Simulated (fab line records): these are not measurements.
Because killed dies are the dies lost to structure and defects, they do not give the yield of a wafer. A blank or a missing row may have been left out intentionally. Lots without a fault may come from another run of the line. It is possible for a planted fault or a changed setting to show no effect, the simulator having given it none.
fab line records    flow n5-finfet
record lots=7  wafers=21  last-day=17
route steps=1938 shown BEOL_M13@1661 PASSIVATION@1936
lots with no fault: from the same line, run without faults
start-h: hours from the record's opening day to when the first of the lot's shown wafers began    wait-h: hours from the lot's prior step to this one    " as in the row above    L1.1+2: a row that stands for several wafers    - no value present, or no start provided    * or withheld: withheld    < > ~ a bound
route shown NAME@n: NAME is a module with steps in the file, n the number in the route of the first one    usual: mean/standard deviation of fault-free wafers    same: alike in all rows    chamber/n: place in a boat    sites: each site's reading    _std_site: how widely they spread, as a standard deviation    _edge_site: outer sites' mean less inner sites'    radius-mm: how far each site lies from the wafer's centre    mask NAME#n: copy n    behind: the tool/chamber that last shaped the wafer    hold: why the lot was held/for how many hours/how that ended    device: which transistor (n, p or np) failed to switch    end of line: the tests these same wafers got at the end of their route    for a step that has no rows: nothing shown but its recipe    killed: dies lost to structure and defects at the first sort, not the wafer's yield    map: per-die view of a wafer (x killed, . not killed, _ where there is no die)
set.NAME: the setting the step ran with; set.NAME@STEP: the setting that earlier step ran with    model.NAME: the simulator's own value behind a step, which no gauge read
certain route steps with their lots: each step a table, each wafer a row
services: when a tool's chamber went out of use (start-h, in hours from the record's first day, below 0 if earlier), for how many hours, and the reason
## steps
# step N5_BEOL_M13_COAT_58
# recipe resist=BARC  temp-c=205  time-s=60  spin-rpm=1500  resist-thk-nm=89
# step N5_BEOL_M13_COAT_04
# recipe spin-rpm=1625  resist-thk-nm=400
# step N5_BEOL_M13_EBR_06
# recipe solvent=PGMEA  ebr-width-mm=1.5
# step N5_BEOL_M13_SOFTBAKE_05
# recipe temp-c=130  time-s=60
# step N5_BEOL_M13_EXPOSE_07
# recipe mask-id=V12  na=0.93  source-shape=conventional  sigma-outer=0.6  polarization=unpolarized  attpsm-phase-deg=180  dose-mj=24.8
# step N5_BEOL_M13_PEB_08
# recipe peb-temp-c=130  peb-time-s=90
# step N5_BEOL_M13_DEVELOP_09
# recipe develop-time-s=45  rinse-liquid=diw  dry=air-spin  dev-temp-c=21
# step N5_BEOL_M13_HARDBAKE_14
# recipe temp-c=130  time-s=120
# step N5_BEOL_M13_CD_MEAS_10
# recipe target-cd-nm=190  landing-energy-ev=500  detector=se-inlens  polarity=opening
# usual cd-nm=189.9/1.4
lot.wafer  tool       chamber  start-h  wait-h  cd-nm
L212.1     cd-sem-01  0        260.73   -       189.7
L212.2     "          0        "        "       189.7
L212.3     "          0        "        "       188.8
L213.1     cd-sem-01  0        271.03   -       189.1
L213.2     "          0        "        "       188.8
L213.5     "          0        "        "       187.5
L221.2     cd-sem-01  0        319.60   -       189.5
L221.3     "          0        "        "       189.4
L221.5     "          0        "        "       187.7
L222.1     cd-sem-01  0        331.82   -       188.5
L222.5     "          0        "        "       189.7
L222.6     "          0        "        "       189.5
L223.1     cd-sem-03  0        334.29   -       186.9
L223.3     "          0        "        "       189.6
L223.5     "          0        "        "       188.9
L229.1     cd-sem-02  0        361.63   -       190.0
L229.2     "          0        "        "       190.0
L229.3     "          0        "        "       189.3
L230.2     cd-sem-02  0        367.86   -       191.4
L230.3     "          0        "        "       190.5
L230.5     "          0        "        "       191.0
# step N5_BEOL_M13_OVL_MEAS_11
# recipe points-per-wafer=44
# usual V12_OVL=1/7.7
lot.wafer  tool        chamber  start-h  wait-h  V12_OVL[nm]
L212.1     overlay-01  0        260.76   0.0     10
L212.2     "           0        "        "       20
L212.3     "           0        "        "       10
L213.1     overlay-02  0        271.06   0.0     -2
L213.2     "           0        "        "       -1
L213.5     "           0        "        "       -8
L221.2     overlay-01  0        319.63   0.0     1
L221.3     "           0        "        "       -4
L221.5     "           0        "        "       4
L222.1     overlay-02  0        331.85   0.0     7
L222.5     "           0        "        "       -5
L222.6     "           0        "        "       9
L223.1     overlay-02  0        334.32   0.0     -7
L223.3     "           0        "        "       -3
L223.5     "           0        "        "       -2
L229.1     overlay-01  0        361.66   0.0     -4
L229.2     "           0        "        "       1
L229.3     "           0        "        "       -13
L230.2     overlay-01  0        367.89   0.0     -6
L230.3     "           0        "        "       -4
L230.5     "           0        "        "       -5
# step N5_BEOL_M13_INSPECT_12
# recipe mode=adi  inspect-instrument=macro
# usual raw-defect-count=2.0/1.3
lot.wafer  tool               chamber  start-h  wait-h  raw-defect-count
L212.1     defect-inspect-01  -        260.79   0.0     1
L212.2     "                  -        "        "       2
L212.3     "                  -        "        "       2
L213.1     defect-inspect-02  -        271.09   0.0     3
L213.2     "                  -        "        "       2
L213.5     "                  -        "        "       1
L221.2     defect-inspect-01  -        319.65   0.0     2
L221.3     "                  -        "        "       0
L221.5     "                  -        "        "       2
L222.1     defect-inspect-01  -        331.87   0.0     3
L222.5     "                  -        "        "       2
L222.6     "                  -        "        "       1
L223.1     defect-inspect-01  -        334.34   0.0     1
L223.3     "                  -        "        "       1
L223.5     "                  -        "        "       1
L229.1     defect-inspect-02  -        361.69   0.0     1
L229.2     "                  -        "        "       0
L229.3     "                  -        "        "       3
L230.2     defect-inspect-01  -        367.92   0.0     2
L230.3     "                  -        "        "       3
L230.5     "                  -        "        "       2
# step N5_BEOL_M13_DESCUM_15
# recipe chemistry=O2  time-s=7.9  source-power-w=50  bias-power-w=20  pressure-mtorr=20  rf-frequency-hz=2.712e+07  temp-c=40  o2-flow-sccm=225
# usual drypump-motor-current-A=5.6/0.38  oes-product-au=0.78/0.084  rf-vpp-V=242.9/1.6  showerhead-plenum-p-Torr=2.07/0.091  throttle-valve-pct=20.41/0.22
lot.wafer  tool         chamber  start-h  wait-h  drypump-motor-current-A  oes-product-au  rf-hours-counter-h  rf-vpp-V  showerhead-plenum-p-Torr  throttle-valve-pct
L212.1     rie-diel-02  0        261.00   0.2     5.3                      0.83            66                  244.7     2.12                      20.25
L212.2     "            1        "        "       5.8                      0.92            22                  243.4     2.05                      19.80
L212.3     "            2        "        "       5.5                      0.86            49                  243.2     2.04                      20.15
L213.1     rie-diel-03  2        271.12   0.0     5.1                      0.69            248                 243.8     2.13                      20.46
L213.2     "            1        "        "       5.0                      0.70            223                 240.6     1.99                      20.53
L213.5     "            0        "        "       5.9                      0.77            -                   242.5     2.01                      20.40
L221.2     rie-diel-02  3        319.69   0.0     6.2                      0.89            30                  244.7     2.24                      20.53
L221.3     "            0        "        "       5.3                      0.80            85                  244.5     2.12                      20.26
L221.5     "            3        "        "       6.2                      0.88            -                   246.3     2.24                      20.54
L222.1     rie-diel-05  3        331.93   0.1     5.8                      0.69            225                 240.3     1.96                      20.51
L222.5     "            3        "        "       5.8                      0.69            -                   241.6     1.96                      20.51
L222.6     "            0        "        "       5.4                      0.70            -                   241.4     1.99                      20.71
L223.1     rie-diel-05  0        334.52   0.2     5.5                      0.70            208                 240.8     1.99                      20.70
L223.3     "            3        "        "       5.8                      0.69            226                 240.2     1.96                      20.50
L223.5     "            0        "        "       5.4                      0.70            -                   240.4     1.99                      20.70
L229.1     rie-diel-03  3        362.26   0.6     5.5                      0.71            193                 243.1     2.09                      20.28
L229.2     "            2        "        "       5.1                      0.90            19                  243.3     2.12                      20.09
L229.3     "            0        "        "       5.9                      0.74            180                 241.2     2.00                      20.45
L230.2     rie-diel-02  1        367.95   0.0     5.8                      0.85            58                  242.6     2.03                      19.86
L230.3     "            0        "        "       5.3                      0.79            103                 243.1     2.11                      20.30
L230.5     "            3        "        "       6.2                      0.86            -                   245.4     2.24                      20.55
# step N5_BEOL_M13_ETCH_59
# recipe chemistry=N2/H2  target=BARC  target-depth-a=890  overetch-a=267  time-s=67.9  ion-energy-ev=200  pressure-mtorr=30  source-w=840  bias-w=150  n2-flow-sccm=200  h2-flow-sccm=200
# usual bias-w=150.0/0.44  chamber-pressure-mTorr=30.01/0.032  drypump-motor-current-A=5.6/0.39  oes-product-au=0.67/0.067  rf-vpp-V=523.2/3  showerhead-plenum-p-Torr=2.52/0.11  throttle-valve-pct=17.85/0.28
lot.wafer  tool         chamber  start-h  wait-h  bias-w  chamber-pressure-mTorr  drypump-motor-current-A  oes-product-au  rf-hours-counter-h  rf-vpp-V  showerhead-plenum-p-Torr  throttle-valve-pct  model.coat_of_BEOL_M13_COAT_04.thk-nm
L212.1     rie-diel-02  0        261.04   0.0     149.4   29.99                   5.3                      0.70            66                  526.6     2.57                      17.69               317.6
L212.2     "            1        "        "       150.1   30.02                   5.8                      0.78            22                  523.8     2.48                      17.19               318
L212.3     "            2        "        "       149.2   29.99                   5.5                      0.72            49                  522.2     2.48                      17.63               317.2
L213.1     rie-diel-03  2        271.16   0.0     150.3   30.01                   5.1                      0.60            248                 525.1     2.61                      18.23               318.4
L213.2     "            1        "        "       150.5   30.04                   5.0                      0.61            223                 521.2     2.40                      17.93               319.8
L213.5     "            0        "        "       150.5   30.00                   5.9                      0.65            -                   521.2     2.41                      17.64               316.8
L221.2     rie-diel-02  3        319.72   0.0     -       -                       -                        -               -                   -         -                         -                   382.2
L221.3     "            0        "        "       -       -                       -                        -               -                   -         -                         -                   382.2
L221.5     "            3        "        "       -       -                       -                        -               -                   -         -                         -                   383.8
L222.1     rie-diel-05  3        331.97   0.0     -       -                       -                        -               -                   -         -                         -                   380.6
L222.5     "            3        "        "       -       -                       -                        -               -                   -         -                         -                   382
L222.6     "            0        "        "       -       -                       -                        -               -                   -         -                         -                   381
L223.1     rie-diel-05  0        334.55   0.0     -       -                       -                        -               -                   -         -                         -                   382.6
L223.3     "            3        "        "       -       -                       -                        -               -                   -         -                         -                   383
L223.5     "            0        "        "       -       -                       -                        -               -                   -         -                         -                   383.4
L229.1     rie-diel-03  3        362.29   0.0     149.9   30.00                   5.4                      0.60            193                 523.1     2.51                      17.57               320.8
L229.2     "            2        "        "       150.0   29.99                   5.1                      0.76            19                  523.2     2.60                      17.81               317.6
L229.3     "            0        "        "       149.9   29.97                   5.9                      0.63            180                 519.0     2.40                      17.69               316
L230.2     rie-diel-02  1        367.98   0.0     150.4   30.00                   5.8                      0.72            58                  520.4     2.47                      17.25               319.2
L230.3     "            0        "        "       150.8   30.05                   5.3                      0.67            103                 524.5     2.56                      17.77               317.4
L230.5     "            3        "        "       151.3   30.01                   6.2                      0.73            -                   527.2     2.69                      17.91               316.8
# step N5_BEOL_M13_VIA_ETCH_16
# recipe chemistry=C4F8/O2/Ar  target=SiOC  pressure-mtorr=30  source-w=3000  bias-w=700  Ar_flow_sccm=400  C4F8_flow_sccm=15  O2_flow_sccm=8  he-inner-torr=15  he-outer-torr=30  target-depth-a=9217  time-s=withheld  ion-energy-ev=250  ends=cleared
# usual C4F8_flow_sccm=15.00/0.044  O2_flow_sccm=8.001/0.023  drypump-motor-current-A=5.6/0.39  oes-product-au=0.71/0.078  rf-vpp-V=665/3.9  showerhead-plenum-p-Torr=3.39/0.13  throttle-valve-pct=24.17/0.18
lot.wafer  tool         chamber  start-h  wait-h  C4F8_flow_sccm  O2_flow_sccm  drypump-motor-current-A  oes-product-au  rf-vpp-V  showerhead-plenum-p-Torr  throttle-valve-pct  model.coat_of_BEOL_M13_COAT_04.thk-nm
L212.1     rie-diel-02  0        261.09   0.0     15.01           8.019         5.3                      0.74            666       3.47                      24.09               68
L212.2     "            1        "        "       15.03           7.961         5.8                      0.83            663       3.37                      23.66               70.8
L212.3     "            2        "        "       14.96           7.995         5.6                      0.76            663       3.36                      24.04               71.2
L213.1     rie-diel-03  2        271.21   0.0     15.02           8.027         5.1                      0.63            669       3.50                      24.33               71.4
L213.2     "            1        "        "       14.96           8.039         5.0                      0.63            660       3.24                      24.15               70.6
L213.5     "            0        "        "       14.95           8.005         5.9                      0.69            660       3.29                      24.15               66
L221.2     rie-diel-02  3        319.77   0.0     15.02           8.021         6.2                      0.80            672       3.60                      24.10               138.6
L221.3     "            0        "        "       15.06           8.000         5.3                      0.71            668       3.46                      24.10               140.6
L221.5     "            3        "        "       15.01           8.019         6.2                      0.80            672       3.60                      24.09               137.4
L222.1     rie-diel-05  3        332.02   0.0     15.02           8.044         5.8                      0.63            664       3.25                      24.41               132.2
L222.5     "            3        "        "       15.05           7.977         5.8                      0.63            662       3.25                      24.37               130
L222.6     "            0        "        "       15.01           7.964         5.5                      0.63            660       3.27                      24.49               127.6
L223.1     rie-diel-05  0        334.61   0.0     15.01           8.044         5.4                      0.63            660       3.27                      24.49               134.6
L223.3     "            3        "        "       14.93           8.007         5.8                      0.63            660       3.25                      24.39               135.2
L223.5     "            0        "        "       15.04           8.033         5.4                      0.63            660       3.27                      24.49               132.4
L229.1     rie-diel-03  3        362.34   0.0     15.00           7.967         5.5                      0.63            666       3.40                      23.98               69
L229.2     "            2        "        "       15.02           8.031         5.1                      0.81            669       3.49                      24.03               69.6
L229.3     "            0        "        "       14.94           8.029         5.9                      0.67            660       3.27                      24.20               68
L230.2     rie-diel-02  1        368.04   0.0     14.95           8.008         5.9                      0.77            663       3.35                      23.70               69
L230.3     "            0        "        "       15.03           8.004         5.3                      0.70            666       3.45                      24.13               67.8
L230.5     "            3        "        "       15.05           8.020         6.2                      0.77            671       3.59                      24.11               62.8
# step N5_BEOL_M13_STRIP_63
# recipe chemistry=N2/H2  power-w=1000  temp-c=250  h2-frac=0.65  overash-fraction=0.3  pressure-mtorr=1000  n2-flow-sccm=1750  h2-flow-sccm=3250
# usual drypump-motor-current-A=5.5/0.58  heater-power-w=308/9.3  oes-product-au=0.674/0.0044  strip-time-to-endpoint-s=27.8/1.1
lot.wafer  tool             chamber  start-h  wait-h  drypump-motor-current-A  heater-power-w  oes-product-au  rf-hours-counter-h  strip-time-to-endpoint-s
L212.1     plasma-asher-02  0        261.33   -       5.0                      303             0.670           78                  27.1
L212.2     "                1        "        "       6.3                      305             0.672           78                  27.9
L212.3     "                0        "        "       5.0                      311             0.676           -                   28.0
L213.1     plasma-asher-02  0        271.44   -       5.0                      316             0.672           79                  28.1
L213.2     "                1        "        "       6.3                      303             0.690           79                  27.9
L213.5     "                1        "        "       6.4                      313             0.674           -                   26.5
L221.2     plasma-asher-02  0        320.01   -       5.0                      309             0.699           91                  46.7
L221.3     "                1        "        "       6.3                      311             0.704           -                   47.2
L221.5     "                1        "        "       6.3                      303             0.695           -                   46.4
L222.1     plasma-asher-02  1        332.26   -       6.3                      314             0.701           92                  45.0
L222.5     "                0        "        "       5.0                      307             0.697           -                   44.4
L222.6     "                1        "        "       6.3                      307             0.704           -                   43.7
L223.1     plasma-asher-01  0        334.84   -       5.2                      315             0.703           133                 45.6
L223.3     "                1        "        "       5.4                      288             0.695           -                   45.7
L223.5     "                1        "        "       5.4                      292             0.693           -                   45.0
L229.1     plasma-asher-02  0        362.58   -       5.0                      315             0.673           99                  27.4
L229.2     "                1        "        "       6.3                      312             0.673           99                  27.5
L229.3     "                1        "        "       6.3                      307             0.669           -                   27.1
L230.2     plasma-asher-02  1        368.28   -       6.3                      308             0.676           101                 27.4
L230.3     "                0        "        "       5.0                      320             0.675           -                   27.0
L230.5     "                0        "        "       5.0                      317             0.675           -                   25.5
# step N5_BEOL_M13_STRIP_64
# recipe chemistry=N2/H2  power-w=1000  temp-c=250  h2-frac=0.65  overash-fraction=0.3  pressure-mtorr=withheld  n2-flow-sccm=1750  h2-flow-sccm=3250
# usual drypump-motor-current-A=5.5/0.58  heater-power-w=308/9.1  oes-product-au=0.715/0.0045  strip-time-to-endpoint-s=31.28/0.072
lot.wafer  tool             chamber  start-h  wait-h  drypump-motor-current-A  heater-power-w  oes-product-au  rf-hours-counter-h  strip-time-to-endpoint-s
L212.1     plasma-asher-02  0        261.39   0.0     5.0                      312             0.719           78                  31.25
L212.2     "                1        "        "       6.3                      312             0.712           78                  31.30
L212.3     "                0        "        "       5.0                      314             0.719           -                   31.33
L213.1     plasma-asher-02  0        271.50   0.0     5.0                      311             0.711           79                  31.40
L213.2     "                1        "        "       6.3                      316             0.718           79                  31.35
L213.5     "                1        "        "       6.3                      309             0.713           -                   31.34
L221.2     plasma-asher-02  0        320.07   0.0     5.0                      312             0.713           91                  31.22
L221.3     "                1        "        "       6.3                      307             0.715           -                   31.32
L221.5     "                1        "        "       6.3                      311             0.713           -                   31.28
L222.1     plasma-asher-02  1        332.32   0.0     6.3                      304             0.720           92                  31.27
L222.5     "                0        "        "       5.0                      315             0.713           -                   31.12
L222.6     "                1        "        "       6.3                      303             0.714           -                   31.34
L223.1     plasma-asher-01  0        334.90   0.0     5.2                      321             0.710           133                 31.36
L223.3     "                1        "        "       5.4                      294             0.712           -                   31.32
L223.5     "                1        "        "       5.4                      294             0.722           -                   31.44
L229.1     plasma-asher-02  0        362.64   0.0     5.0                      318             0.708           99                  31.32
L229.2     "                1        "        "       6.3                      313             0.713           99                  31.25
L229.3     "                1        "        "       6.3                      308             0.711           -                   31.25
L230.2     plasma-asher-02  1        368.34   0.0     6.4                      316             0.710           101                 31.32
L230.3     "                0        "        "       5.0                      314             0.717           -                   31.41
L230.5     "                0        "        "       5.0                      312             0.713           -                   31.39
# step N5_PASSIVATION_PROBE_49
# usual defect-limited-yield=91.1/1.4  killed_at_M0_to_M3=32/9.4  killed_at_M4_up=14/5.1  killed-at-contacts=11/5.5  killed-at-front-end=44/13  killed-at-other=4/3.2  killed-dies=104/16  killed-open=70/12  killed-short=33/7.8  sort_bin_5_function=5.1/0.91  sort_bin_6_memory=3.4/0.63  sort_bin_8_speed=0.00/0.014  sort-n-pass=1075/16
# same gross-dies=1180  killed-at-back-side=0  sort_bin_4_leakage[%]=0
lot.wafer  tool       chamber  start-h  wait-h  defect-limited-yield[%]  killed_at_M0_to_M3  killed_at_M4_up  killed-at-contacts  killed-at-front-end  killed-at-other  killed-dies  killed-open  killed-short  sort_bin_5_function[%]  sort_bin_6_memory[%]  sort_bin_8_speed[%]  sort-n-pass
L212.1     prober-01  -        293.55   0.0     90.6                     40                  18               17                  34                   2                111          77           33            5.6                     3.6                   0                    1069
L212.2     prober-01  -        293.60   0.1     92.2                     30                  8                11                  39                   4                92           65           26            4.4                     3.2                   0                    1088
L212.3     prober-01  -        293.65   0.1     92.4                     31                  11               12                  35                   1                90           59           30            4.5                     2.9                   0                    1090
L221.2     prober-02  -        351.23   0.1     90.6                     24                  21               17                  43                   6                111          84           25            5.7                     3.5                   0                    1069
L221.3     prober-02  -        351.28   0.1     91.0                     25                  9                21                  49                   2                106          76           28            5.1                     3.7                   0                    1074
L221.5     prober-02  -        351.38   0.2     90.2                     41                  13               13                  47                   2                116          72           41            6.3                     3.1                   0                    1064
L223.3     prober-02  -        370.20   0.1     89.6                     30                  12               11                  64                   6                123          87           33            5.1                     4.8                   0                    1057
L223.5     prober-02  -        370.30   0.2     89.2                     26                  13               19                  67                   3                128          83           35            5.7                     4.1                   0                    1052
L229.1     prober-01  -        390.58   0.0     93.1                     24                  13               8                   37                   0                82           50           31            3.8                     2.9                   0                    1098
L229.2     prober-01  -        390.63   0.1     91.9                     26                  14               8                   46                   2                96           60           31            4.3                     3.1                   0                    1084
L229.3     prober-01  -        390.68   0.1     90.1                     25                  15               10                  63                   4                117          71           46            5.7                     3.9                   0                    1063
# killed by level:class
L212.1 BEOL_M3:geometric-particle:open=13 STI_FIN_REVEAL:geometric-particle:open=12 BEOL_M4:geometric-particle:open=12 MOL_CONTACT_COAG:geometric-particle:open=12 BEOL_M3:geometric-particle:short=8 FIN_SAQP:geometric-particle:open=5 FIN_SAQP:geometric-particle:short=4 MOL_CONTACT_COAG:geometric-particle:short=4
L212.2 STI_FIN_REVEAL:geometric-particle:open=18 BEOL_M0_SAQP:geometric-particle:short=8 MOL_CONTACT_COAG:geometric-particle:open=8 BEOL_M3:geometric-particle:open=8 BEOL_M2:geometric-particle:open=5 STI_FIN_REVEAL:geometric-particle:short=4 FIN_SAQP:geometric-particle:short=3 DUMMY_GATE:geometric-particle:open=3
L212.3 BEOL_M3:geometric-particle:open=12 MOL_CONTACT_COAG:geometric-particle:open=10 FIN_SAQP:geometric-particle:short=6 FIN_SAQP:geometric-particle:open=5 BEOL_M0_SAQP:geometric-particle:open=5 BEOL_M3:geometric-particle:short=5 GATE_CUT:geometric-particle:short=4 STARTING-WAFER:geometric-particle:short=4
L221.2 MOL_CONTACT_COAG:geometric-particle:open=14 FIN_SAQP:geometric-particle:open=13 STI_FIN_REVEAL:geometric-particle:open=7 BEOL_M2:geometric-particle:open=7 BEOL_M5:geometric-particle:open=7 FIN_SAQP:geometric-particle:short=6 GATE_CUT:geometric-particle:open=5 DUMMY_GATE:geometric-particle:open=5
L221.3 MOL_CONTACT_COAG:geometric-particle:open=15 STI_FIN_REVEAL:geometric-particle:open=13 FIN_SAQP:geometric-particle:open=7 BEOL_M1:geometric-particle:open=7 MOL_CONTACT_COAG:geometric-particle:short=6 BEOL_M2:geometric-particle:open=6 FIN_SAQP:geometric-particle:short=5 STARTING-WAFER:geometric-particle:open=5
L221.5 STI_FIN_REVEAL:geometric-particle:open=15 MOL_CONTACT_COAG:geometric-particle:open=10 FIN_SAQP:geometric-particle:short=9 BEOL_M0_SAQP:geometric-particle:short=9 GATE_CUT:geometric-particle:short=8 BEOL_M0_SAQP:geometric-particle:open=8 BEOL_M3:geometric-particle:open=8 BEOL_M4:geometric-particle:open=6
L223.3 STI_FIN_REVEAL:geometric-particle:open=29 BEOL_M2:geometric-particle:open=11 FIN_SAQP:geometric-particle:short=10 MOL_CONTACT_COAG:geometric-particle:open=10 DUMMY_GATE:geometric-particle:open=7 BEOL_M3:geometric-particle:open=5 BEOL_M4:geometric-particle:open=4 BEOL_M1:geometric-particle:short=4
L223.5 STI_FIN_REVEAL:geometric-particle:open=19 MOL_CONTACT_COAG:geometric-particle:open=16 DUMMY_GATE:geometric-particle:open=10 HKMG_FIN:area-etch=8 GATE_CUT:geometric-particle:short=7 BEOL_M1:geometric-particle:open=7 BEOL_M2:geometric-particle:open=7 BEOL_M4:geometric-particle:open=7
L229.1 GATE_CUT:geometric-particle:short=7 MOL_CONTACT_COAG:geometric-particle:open=7 STI_FIN_REVEAL:geometric-particle:open=6 BEOL_M4:geometric-particle:open=6 FIN_SAQP:geometric-particle:short=5 BEOL_M3:geometric-particle:open=5 GATE_CUT:geometric-particle:open=4 BEOL_M0_SAQP:geometric-particle:open=4
L229.2 STI_FIN_REVEAL:geometric-particle:open=12 BEOL_M3:geometric-particle:open=7 BEOL_M2:geometric-particle:open=7 FIN_SAQP:geometric-particle:short=6 BEOL_M4:geometric-particle:open=6 FIN_SAQP:geometric-particle:open=5 GATE_CUT:geometric-particle:open=5 MOL_CONTACT_COAG:geometric-particle:open=5
L229.3 GATE_CUT:geometric-particle:short=17 FIN_SAQP:geometric-particle:short=9 MOL_CONTACT_COAG:geometric-particle:open=9 STI_FIN_REVEAL:geometric-particle:open=8 BEOL_M4:geometric-particle:open=8 BEOL_M1:geometric-particle:open=7 FIN_SAQP:geometric-particle:open=6 GATE_CUT:geometric-particle:open=6
## services
tool             chamber  start-h  hours  kind
rie-diel-02      2        241.45   6.8    repair
rie-diel-03      3        260.48   12.1   repair
rie-diel-03      2        282.47   -      clean
rie-diel-03      2        282.47   -      consumable-replace:focus-ring
rie-diel-03      2        282.47   20.0   scheduled-down
rie-diel-03      2        282.47   20.0   vent-cycle
plasma-asher-01  -        298.19   0.5    repair
rie-diel-05      -        307.04   2.8    pm
rie-diel-02      2        307.05   32.1   repair
plasma-asher-02  -        335.47   2.3    repair
rie-diel-03      -        346.12   0.7    repair
plasma-asher-01  -        347.18   1.2    repair
rie-diel-03      1        352.83   -      clean
rie-diel-03      1        352.83   -      consumable-replace:focus-ring
rie-diel-03      1        352.83   -      consumable-replace:showerhead
rie-diel-03      1        352.83   19.6   scheduled-down
rie-diel-03      1        352.83   19.6   vent-cycle
## key
first-sign step=N5_BEOL_M13_ETCH_59  reading=tool-record  direction=missing
effect step=N5_BEOL_M13_STRIP_63  reading=strip-time-to-endpoint-s  direction=up  sigmas=16  usual=*  struck=*
model-effect step=N5_BEOL_M13_ETCH_59  value=coat_of_BEOL_M13_COAT_04.thk-nm  without=320  struck=382.3
model-effect step=N5_BEOL_M13_VIA_ETCH_16  value=coat_of_BEOL_M13_COAT_04.thk-nm  without=71.91  struck=134.3
met-at N5_BEOL_M13_ETCH_59
struck-wafers L221.2,L221.3,L221.5,L222.1,L222.5,L222.6,L223.1,L223.3,L223.5
onset-between 261.04 319.72
fault kind=skipped-step-whole  tool=rie-diel-02,rie-diel-05  chamber=-  onset-h=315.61  steps=N5_BEOL_M13_ETCH_59  scope=struck-lots-only
